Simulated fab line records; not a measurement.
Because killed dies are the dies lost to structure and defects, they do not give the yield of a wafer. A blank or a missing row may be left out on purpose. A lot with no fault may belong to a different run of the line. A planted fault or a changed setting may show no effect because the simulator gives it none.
fab line records    flow n5Finfet
record lots=5  wafers=13  lastDay=17
route steps=1938 shown MIM_BOT_LITHO@1861 MIM_BOT_ETCH@1866 PASS1_CAP@1873 TV_LITHO@1875 TV_OPEN@1887 PAD_METAL@1893 PASSIVATION@1897
lots with no fault: from the same line, run without faults
startH: the number of hours between the record's first day and the start of the first shown wafer of the lot    waitH: hours since the lot's step before    " the same as in the row above    L1.1+2: one row covering several wafers at once    - either no value or no given start    * or withheld: withheld    < > ~ a bound
route shown NAME@n: names a module that has steps shown in the file, with the first one's number in the route    usual: average and standard deviation across the fault-free wafers    same: alike in all rows    chamber/n: place in a boat    sites: readings site by site    _std_site: how widely they spread, as a standard deviation    _edge_site: outer sites' mean less inner sites'    radiusMm: for every site, how far away it sits from the centre of the wafer    mask NAME#n: copy n    behind: the most recent tool/chamber to have shaped the wafer    hold: the reason the lot was held/the length of the hold in hours/how it ended    device: whichever transistor did not switch (one of n, p or np)    end of line: at the end of the route, the tests of the same wafers    step lacking rows: just its recipe    killed: not the wafer's yield, but the dies lost to structure and defects at the first sort    map: a wafer's dies, x killed, . not, _ none there
set.NAME: setting as actually run; set.NAME@STEP: the setting as run at that earlier step    model.NAME: the simulator's own value behind a step, which no gauge read
lots at selected steps of the route; one table per step, one row per wafer
services: from which hour (startH, from the record's first day; less than 0 if before it) a tool's chamber was out of use, for how many hours, and why
## steps
# step N5_MIM_BOT_LITHO_HARDBAKE_09
# recipe tempC=130  timeS=120
# step N5_MIM_BOT_LITHO_CD_MEAS_08
# recipe targetCdNm=3000  landingEnergyEv=500  detector=seInlens  polarity=opening
# usual cdNm=3000.1/1.9
lot.wafer  tool      chamber  startH  waitH  cdNm
L766.1     cdSem-03  0        283.52  -      2996.5
L766.4     "         0        "       "      2999.0
L766.6     "         0        "       "      2995.8
L771.2     cdSem-03  0        312.73  -      3000.4
L771.3     "         0        "       "      2999.7
L771.4     "         0        "       "      3001.6
L773.4     cdSem-03  0        314.69  -      3000.2
L786.2     cdSem-02  0        400.46  -      3001.2
L786.4     "         0        "       "      3000.2
L786.6     "         0        "       "      3000.5
L785.2     cdSem-03  0        409.44  -      3000.6
L785.5     "         0        "       "      3002.1
L785.6     "         0        "       "      2999.8
# step N5_MIM_BOT_LITHO_OVL_MEAS_11
# recipe pointsPerWafer=44
# usual MIM_BOT_OVL=-1/5.4
lot.wafer  tool        chamber  startH  waitH  MIM_BOT_OVL[nm]
L766.1     overlay-02  0        283.55  0.0    -6
L766.4     "           0        "       "      0
L766.6     "           0        "       "      1
L771.2     overlay-01  0        312.76  0.0    -6
L771.3     "           0        "       "      6
L771.4     "           0        "       "      -7
L773.4     overlay-02  0        314.71  0.0    -9
L786.2     overlay-02  0        400.49  0.0    6
L786.4     "           0        "       "      9
L786.6     "           0        "       "      6
L785.2     overlay-01  0        409.47  0.0    -10
L785.5     "           0        "       "      0
L785.6     "           0        "       "      -1
# step N5_MIM_BOT_LITHO_INSPECT_12
# recipe mode=adi  inspectInstrument=macro
# usual rawDefectCount=2.2/1.6
lot.wafer  tool              chamber  startH  waitH  rawDefectCount
L766.1     defectInspect-02  -        283.58  0.0    3
L766.4     "                 -        "       "      1
L766.6     "                 -        "       "      3
L771.2     defectInspect-01  -        312.79  0.0    3
L771.3     "                 -        "       "      1
L771.4     "                 -        "       "      0
L773.4     defectInspect-02  -        314.74  0.0    4
L786.2     defectInspect-02  -        400.51  0.0    7
L786.4     "                 -        "       "      3
L786.6     "                 -        "       "      0
L785.2     defectInspect-02  -        409.50  0.0    2
L785.5     "                 -        "       "      3
L785.6     "                 -        "       "      4
# step N5_MIM_BOT_LITHO_DESCUM_10
# recipe chemistry=O2  timeS=7.9  sourcePowerW=50  biasPowerW=20  pressureMtorr=20  rfFrequencyHz=2.712e+07  tempC=40  o2FlowSccm=225
# step N5_MIM_BOT_ETCH_ETCH_04
# recipe chemistry=CF4/O2  target=SiNx  targetDepthA=260  timeS=13  ionEnergyEv=100  pressureMtorr=40  sourceW=535  biasW=49  Ar_flow_sccm=100  cf4FlowSccm=100  O2_flow_sccm=10
# usual drypumpMotorCurrentA=5.7/0.5  mfcArSccm=100.0/0.31  oesProductAu=0.79/0.09  rfVppV=241/5  showerheadPlenumPTorr=2.18/0.078  throttleValvePct=16.05/0.22
lot.wafer  tool        chamber  startH  waitH  drypumpMotorCurrentA  mfcArSccm  oesProductAu  rfHoursCounterH  rfVppV  showerheadPlenumPTorr  throttleValvePct
L766.1     rieDiel-05  2        283.68  0.0    6.5                   100.3      0.76          169              248     2.19                   15.97
L766.4     "           1        "       "      6.1                   100.4      0.71          232              234     2.08                   16.39
L766.6     "           0        "       "      5.7                   99.6       0.70          -                244     2.17                   16.36
L771.2     rieDiel-04  3        312.98  0.0    4.9                   99.9       0.70          204              241     2.10                   16.29
L771.3     "           1        "       "      5.8                   99.6       0.81          94               230     2.23                   16.26
L771.4     "           1        "       "      5.8                   99.7       0.81          -                231     2.23                   16.27
L773.4     rieDiel-06  1        314.84  0.0    5.6                   100.0      0.70          231              236     2.01                   16.32
L786.2     rieDiel-05  0        400.61  0.0    5.7                   99.8       0.92          14               244     2.15                   15.95
L786.4     "           0        "       "      5.7                   100.5      0.91          -                244     2.15                   15.95
L786.6     "           2        "       "      6.5                   100.1      0.72          -                248     2.17                   16.07
L785.2     rieDiel-04  1        409.61  0.0    5.8                   100.1      0.78          126              231     2.22                   16.32
L785.5     "           2        "       "      4.9                   100.6      0.91          -                246     2.25                   15.73
L785.6     "           3        "       "      4.9                   99.7       0.66          -                241     2.09                   16.36
# step N5_MIM_BOT_ETCH_ETCH_03
# recipe chemistry=Cl2/BCl3  targetDepthA=120  pressureMtorr=8  icpW=800  biasW=100  Cl2_flow_sccm=20  bcl3FlowSccm=80
# step N5_MIM_BOT_ETCH_ETCH_00
# recipe chemistry=Cl2/BCl3  target=TiN  targetDepthA=455  ionEnergyEv=150  pressureMtorr=10  icpW=1000  biasW=126  Cl2_flow_sccm=53.25  bcl3FlowSccm=21.75  Ar_flow_sccm=25
# step N5_MIM_BOT_ETCH_STRIP_01
# recipe chemistry=O2  powerW=600  tempC=60  pressureMtorr=30  rfFrequencyHz=6e+07  biasPowerW=0  overashFraction=0.5  o2FlowSccm=225
# step N5_MIM_BOT_ETCH_STRIP_02
# recipe chemistry=postEtchResidueRemover  timeS=1200  tempC=72.5
# step N5_MIM_BOT_ETCH_CLEAN_05
# recipe chemistry=IPA  timeS=180  tempC=25
# step N5_MIM_BOT_ETCH_SRD_06
# recipe dry=ipaMarangoni  timeS=30  tempC=23  rinseLiquid=diw
# step N5_PASSIVATION_PECVD_55
# recipe material=SiO2  targetThkA=4000  tempC=400  precursor=SiH4/N2O  pressureTorr=2.7  rfW=608  timeS=22.5
# usual heaterPowerW=673/79  showerheadPlenumPTorr=8.20/0.1  throttleValvePct=52/3.3
lot.wafer  tool      chamber  startH  waitH  heaterPowerW  showerheadPlenumPTorr  throttleValvePct
L766.1     pecvd-03  1        284.52  0.0    704           8.39                   48
L766.4     "         1        "       "      743           8.41                   49
L766.6     "         2        "       "      647           8.21                   52
L771.2     pecvd-04  2        314.36  0.0    508           8.19                   48
L771.3     "         0        "       "      488           8.20                   57
L771.4     "         1        "       "      754           8.27                   56
L773.4     pecvd-03  1        315.76  0.0    718           8.41                   48
L786.2     pecvd-04  1        401.47  0.0    769           8.28                   56
L786.4     "         0        "       "      463           8.22                   57
L786.6     "         1        "       "      774           8.27                   56
L785.2     pecvd-01  2        410.45  0.0    656           8.15                   50
L785.5     "         2        "       "      688           8.11                   49
L785.6     "         0        "       "      809           8.12                   52
# step N5_PASSIVATION_PECVD_01
# recipe material=SiNx  targetThkA=2000  tempC=400  precursor=SiH4/NH3/N2  pressureTorr=4.9  rfW=1406  timeS=43.2
# usual heaterPowerW=395/86  showerheadPlenumPTorr=8.70/0.071  throttleValvePct=29.5/1.8
lot.wafer  tool      chamber  startH  waitH  heaterPowerW  showerheadPlenumPTorr  throttleValvePct
L766.1     pecvd-03  1        284.55  0.0    458           8.83                   27.5
L766.4     "         1        "       "      480           8.83                   27.4
L766.6     "         2        "       "      426           8.72                   29.2
L771.2     pecvd-04  2        314.40  0.0    227           8.71                   27.3
L771.3     "         0        "       "      190           8.72                   32.1
L771.4     "         1        "       "      406           8.75                   31.3
L773.4     pecvd-03  1        315.80  0.0    472           8.84                   27.4
L786.2     pecvd-04  1        401.50  0.0    474           8.75                   31.4
L786.4     "         0        "       "      198           8.71                   32.5
L786.6     "         1        "       "      486           8.75                   31.5
L785.2     pecvd-01  2        410.50  0.0    394           8.65                   28.0
L785.5     "         2        "       "      406           8.67                   28.0
L785.6     "         0        "       "      465           8.65                   29.4
# step N5_PASSIVATION_HMDS_03
# recipe timeS=60  tempC=120
# step N5_PASSIVATION_COAT_04
# recipe spinRpm=*  resistThkNm=*
# step N5_PASSIVATION_EBR_06
# recipe solvent=PGMEA  ebrWidthMm=1.5
# step N5_PASSIVATION_SOFTBAKE_05
# recipe tempC=100  timeS=90
# step N5_PASSIVATION_EXPOSE_07
# recipe maskId=TV  na=0.55  sourceShape=conventional  sigmaOuter=0.8  polarization=unpolarized  defocusNm=0  targetCdNm=3000  doseMj=22.75
# step N5_PASSIVATION_PEB_08
# recipe pebTempC=withheld  pebTimeS=*
# step N5_PASSIVATION_DEVELOP_09
# recipe developTimeS=60  rinseLiquid=diw  dry=airSpin  devTempC=21
# step N5_PASSIVATION_HARDBAKE_11
# recipe tempC=130  timeS=120
# step N5_PASSIVATION_CD_MEAS_10
# recipe targetCdNm=3000  landingEnergyEv=500  detector=seInlens
# usual cdNm=2999.5/2.2
lot.wafer  tool      chamber  startH  waitH  cdNm
L766.1     cdSem-03  0        285.16  -      2997.6
L766.4     "         0        "       "      3001.1
L766.6     "         0        "       "      2999.9
L771.2     cdSem-03  0        315.29  -      3000.2
L771.3     "         0        "       "      3000.1
L771.4     "         0        "       "      2996.8
L773.4     cdSem-01  0        318.82  -      2998.0
L786.2     cdSem-03  0        402.05  -      2996.5
L786.4     "         0        "       "      2998.4
L786.6     "         0        "       "      2995.9
L785.2     cdSem-02  0        410.92  -      2998.5
L785.5     "         0        "       "      2999.9
L785.6     "         0        "       "      2998.8
# step N5_PASSIVATION_OVL_MEAS_60
# recipe pointsPerWafer=44
# usual TV_OVL=-6/5
lot.wafer  tool        chamber  startH  waitH  TV_OVL[nm]
L766.1     overlay-02  0        285.19  0.0    -9
L766.4     "           0        "       "      -11
L766.6     "           0        "       "      -12
L771.2     overlay-01  0        315.32  0.0    -3
L771.3     "           0        "       "      -2
L771.4     "           0        "       "      -6
L773.4     overlay-02  0        318.85  0.0    4
L786.2     overlay-02  0        402.08  0.0    -1
L786.4     "           0        "       "      -7
L786.6     "           0        "       "      -1
L785.2     overlay-01  0        410.95  0.0    -2
L785.5     "           0        "       "      -8
L785.6     "           0        "       "      3
# step N5_PASSIVATION_DESCUM_12
# recipe chemistry=O2  timeS=7.9  sourcePowerW=50  biasPowerW=20  pressureMtorr=20  rfFrequencyHz=2.712e+07  tempC=40  o2FlowSccm=225
# usual biasPowerW=20.00/0.067  drypumpMotorCurrentA=5.5/0.49  oesProductAu=0.74/0.064  rfVppV=243.4/1.6  showerheadPlenumPTorr=2.10/0.088  throttleValvePct=20.55/0.24
lot.wafer  tool        chamber  startH  waitH  biasPowerW  drypumpMotorCurrentA  oesProductAu  rfHoursCounterH  rfVppV  showerheadPlenumPTorr  throttleValvePct
L766.1     rieDiel-01  0        285.28  0.1    19.90       6.2                   0.68          219              242.9   2.16                   20.62
L766.4     "           2        "       "      19.99       4.8                   0.87          48               244.1   2.21                   20.34
L766.6     "           0        "       "      20.03       6.2                   0.69          -                244.1   2.16                   20.60
L771.2     rieDiel-02  3        316.03  0.7    20.02       5.6                   0.81          96               244.4   2.18                   20.33
L771.3     "           1        "       "      20.05       4.9                   0.67          244              241.5   1.97                   20.14
L771.4     "           0        "       "      20.09       5.3                   0.71          211              243.1   2.06                   20.64
L773.4     rieDiel-02  2        318.90  0.0    20.00       6.1                   0.75          153              241.1   1.92                   20.85
L786.2     rieDiel-03  3        402.14  0.0    20.03       5.8                   0.72          173              242.8   2.17                   20.59
L786.4     "           0        "       "      20.10       5.3                   0.69          246              242.0   2.06                   20.77
L786.6     "           3        "       "      20.06       5.8                   0.72          -                244.7   2.17                   20.59
L785.2     rieDiel-02  3        411.17  0.2    20.05       5.6                   0.77          131              244.7   2.17                   20.38
L785.5     "           0        "       "      19.98       5.3                   0.68          -                241.9   2.05                   20.68
L785.6     "           3        "       "      20.04       5.6                   0.77          -                244.8   2.17                   20.38
# step N5_PASSIVATION_PASS_ETCH_74
# recipe chemistry=CF4/O2  target=SiNx  targetDepthA=2200  timeS=110  ionEnergyEv=100  pressureMtorr=40  sourceW=535  biasW=49  Ar_flow_sccm=100  cf4FlowSccm=100  O2_flow_sccm=10
# step N5_PASSIVATION_VIA_ETCH_13
# recipe chemistry=CHF3/O2  target=SiO2  targetDepthA=6600  CHF3_flow_sccm=50  O2_flow_sccm=5  Ar_flow_sccm=200  timeS=330  maskMaterial=PR  pressureMtorr=30  sourceW=650  biasW=170  ionEnergyEv=200  ends=cleared
# step N5_PASSIVATION_STRIP_14
# recipe chemistry=O2  powerW=600  tempC=60  pressureMtorr=30  rfFrequencyHz=6e+07  biasPowerW=0  overashFraction=0.5  o2FlowSccm=225
# step N5_PASSIVATION_ETCH_15
# recipe chemistry=CF4/N2  target=SiCN  targetDepthA=750  taperDeg=2  timeS=81.2  ionEnergyEv=150  maskMaterial=SiNx  pressureMtorr=40  sourceW=430  biasW=70  Ar_flow_sccm=100  cf4FlowSccm=60  n2FlowSccm=60
# step N5_PASSIVATION_STRIP_73
# recipe chemistry=postEtchResidueRemover  timeS=60  tempC=25  removerPh=withheld  removerWaterWtPct=withheld  removerFluorideWtPct=withheld
# step N5_PASSIVATION_SRD_17
# recipe timeS=30  tempC=23  rinseLiquid=diw  dry=n2Spin  spinRpm=1500  dryTimeS=30
# step N5_PASSIVATION_DEGAS_18
# recipe ambient=vacuum  tempC=300  timeS=60
# step N5_PASSIVATION_PRE_CLEAN_19
# recipe gas=H2/He  timeS=*  tempC=*
# usual heaterPowerW=491/33
lot.wafer  tool           chamber  startH  waitH  heaterPowerW
L766.1     pvdSputter-03  -        286.71  0.0    480
L766.4     "              -        "       "      461
L766.6     "              -        "       "      468
L771.2     pvdSputter-03  -        316.80  0.0    459
L771.3     "              -        "       "      557
L771.4     "              -        "       "      458
L773.4     pvdSputter-02  -        320.26  0.0    494
L786.2     pvdSputter-03  -        403.15  0.0    482
L786.4     "              -        "       "      459
L786.6     "              -        "       "      562
L785.2     pvdSputter-03  -        411.87  0.0    490
L785.5     "              -        "       "      570
L785.6     "              -        "       "      452
# step N5_PASSIVATION_SPUTTER_20
# recipe material=TaN  targetThkA=500  tempC=25  chamberPressurePa=0.4
# usual throttleValvePct=30.2/1
lot.wafer  tool           chamber  startH  waitH  throttleValvePct
L766.1     pvdSputter-03  -        286.75  0.0    30.4
L766.4     "              -        "       "      28.8
L766.6     "              -        "       "      31.3
L771.2     pvdSputter-03  -        316.84  0.0    31.3
L771.3     "              -        "       "      28.8
L771.4     "              -        "       "      28.8
L773.4     pvdSputter-02  -        320.30  0.0    30.4
L786.2     pvdSputter-03  -        403.19  0.0    30.5
L786.4     "              -        "       "      28.8
L786.6     "              -        "       "      29.0
L785.2     pvdSputter-03  -        411.91  0.0    30.6
L785.5     "              -        "       "      28.8
L785.6     "              -        "       "      31.0
# step N5_PASSIVATION_AL_DEP_21
# recipe material=Al  targetThkA=28000  tempC=400  timeS=170  powerW=30000  chamberPressurePa=0.4  gas=Ar
# step N5_PASSIVATION_HMDS_23
# recipe timeS=60  tempC=120
# step N5_PASSIVATION_COAT_24
# recipe spinRpm=3000  resistThkNm=withheld
# step N5_PASSIVATION_EBR_26
# recipe solvent=PGMEA  ebrWidthMm=1.5
# step N5_PASSIVATION_SOFTBAKE_25
# recipe tempC=100  timeS=90
# step N5_PASSIVATION_EXPOSE_27
# recipe maskId=PAD  na=0.55  sourceShape=conventional  sigmaOuter=0.8  polarization=unpolarized  defocusNm=0  doseMj=32.3
# step N5_PASSIVATION_PEB_28
# recipe pebTempC=withheld  pebTimeS=*
# step N5_PASSIVATION_PROBE_49
# usual defectLimitedYield=91.6/1.2  killed_at_M0_to_M3=33/9.4  killed_at_M4_up=13/5.2  killedAtContacts=13/5.6  killedAtFrontEnd=37/9.5  killedAtOther=4/3.1  killedDies=99/15  killedOpen=65/11  killedShort=32/7.5  sort_bin_5_function=4.9/0.77  sort_bin_6_memory=3.1/0.65  sort_bin_8_speed=0.01/0.056  sortNPass=1081/15  sortYieldPct=91.6/1.2
# same grossDies=1180  killedAtBackSide=0  sort_bin_4_leakage[%]=0
lot.wafer  tool       chamber  startH  waitH  defectLimitedYield[%]  killed_at_M0_to_M3  killed_at_M4_up  killedAtContacts  killedAtFrontEnd  killedAtOther  killedDies  killedOpen  killedShort  sort_bin_5_function[%]  sort_bin_6_memory[%]  sort_bin_8_speed[%]  sortNPass  sortYieldPct[%]
L773.4     prober-02  -        326.06  0.2    84.2                   33                  9                5                 32                107            186         51          31           10.0                    4.4                   0                    994        84.2
# killed by level:class
L773.4 PASS1_CAP:unspecified=103 BEOL_M3:geometricParticle:open=12 FIN_SAQP:geometricParticle:short=10 FIN_SAQP:geometricParticle:open=6 MOL_CONTACT_COAG:geometricParticle:open=5 BEOL_M0_SAQP:geometricParticle:open=5 BEOL_M0_SAQP:geometricParticle:short=4 BEOL_M1:geometricParticle:open=4
# map L773.4 (x killed, . not)
_________________............________________
______________.xx..............._____________
___________........................__________
__________..........x..........x...._________
________...x.x........x..........x...._______
_______...................x............______
______..............x........x.........._____
_____....................x....x..........____
____.x...........................x........___
___....x.......x................x..........__
___......................x.................__
__.x..........x..x........................x._
__.x...........xx..........................._
_..........x..xx....xxx.x....x...............
_....x....x.....xxxxxxxx..................x..
_.x.x....x...xxxxxxxxxxxx..........x..x......
_..x..x.......xxxxxxxxxx..x....x.............
_.....x.....x.xxxxxxxxxxxx.....xx............
_........x...x.xxxxxxxxxxx..........x........
_.............x.xxxxxxxx.x....xx.............
_...........x.xxxxxxxxxxxx..x.........x.....x
__x..x.....xx.x.xxxxxxxxx..........x....x..._
__..........xx..x.xxxxx.x.x..x.............x_
___x..............x........................__
___.....x........x....xx...................__
____................x.................x...___
_____........x...x.....xx................____
______..............x.......x..........._____
_______..............x.................______
________.....x........xx.............._______
__________..............x........x.._________
___________.......x................__________
______________..x...........x..._____________
_________________x...........________________
# map L766.6 (x killed, . not)
_________________x...........________________
______________...............x.._____________
___________..................x...x.__________
__________x.......x.......x........._________
________..............x.............x._______
_______..............................x.______
______...............x.................._____
_____....x..............x..x.............____
____........x..........x.....x.x..........___
___..x.............x.............x.x.......__
___.x.....x.......x.........x.........x....__
__..........x....................x....x....._
__.........xx.............x.....x.........x._
_...............................x............
_.x.........xx.....x............x.....x......
_.....................x..x............x..x...
_......................x............x........
_....x.......x..................x........x...
_......x....x.......x..x...............x.....
_......................x.x..x....x...........
_x.......xx....x............xx....x.........x
__..........x...x.......x.x............x...._
__.....x............x.......x....x.......x.._
___.....x............x.............x...x...__
___...........xx...........................__
____x............x...x..x................x___
_____.x...............x.......x...x......____
______........x...x......x.....x........_____
_______......x..................x...xx.______
________.........xx.........x.......x._______
__________..x..................xxx.._________
___________.............x......xx..__________
______________.x................_____________
_________________..x.....x...________________
## services
tool           chamber  startH  hours  kind
pecvd-03       0        262.20  2.1    scheduledDown
pecvd-04       -        275.15  6.0    pm
rieDiel-04     3        277.18  5.2    repair
pvdSputter-02  -        285.64  5.0    repair
rieDiel-02     2        286.38  3.2    repair
pecvd-04       1        292.53  5.5    scheduledDown
pecvd-03       -        311.16  3.1    repair
pecvd-01       1        320.58  8.3    repair
rieDiel-03     3        322.36  15.4   repair
rieDiel-04     -        328.49  15.6   pm
rieDiel-02     1        334.87  -      clean
rieDiel-03     1        337.77  14.5   repair
pvdSputter-03  -        338.72  1.8    repair
rieDiel-01     -        341.60  14.6   pm
pecvd-04       -        357.43  0.9    repair
pecvd-04       -        368.56  4.9    repair
rieDiel-04     3        371.95  7.3    repair
pecvd-01       -        379.19  2.8    pm
rieDiel-03     0        382.92  3.2    repair
rieDiel-06     -        386.11  1.0    repair
rieDiel-03     2        389.57  5.6    repair
pecvd-03       2        397.38  3.8    repair
pecvd-01       -        402.20  0.8    pm
pvdSputter-03  -        404.95  2.1    repair
## key
firstSign step=N5_PASSIVATION_PROBE_49  reading=killedAtOther  direction=up  sigmas=33  usual=4  struck=107
effect step=N5_PASSIVATION_PROBE_49  reading=defectLimitedYield  direction=down  sigmas=6  usual=91.6  struck=84.2
moreKillsBornAt N5_PASSIVATION_PECVD_55@pecvd-03=103
metAt N5_PASSIVATION_PECVD_55
struckWafers L773.4
onsetBetween 284.52 315.76
alsoFits N5_MIM_BOT_ETCH_ETCH_04:rieDiel-06,N5_PASSIVATION_PECVD_01:pecvd-03,N5_PASSIVATION_PRE_CLEAN_19:pvdSputter-02,N5_PASSIVATION_SPUTTER_20:pvdSputter-02
earlierFault kind=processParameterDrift  tool=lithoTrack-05  chamber=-  onsetH=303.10  steps=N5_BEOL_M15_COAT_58  channel=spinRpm  offset=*  shape=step  actsIn=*  stated=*
fault kind=chamberParticleSource  tool=pecvd-03  chamber=1  onsetH=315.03  steps=N5_PASSIVATION_PECVD_55  ratePerVisitCm2=0.37831
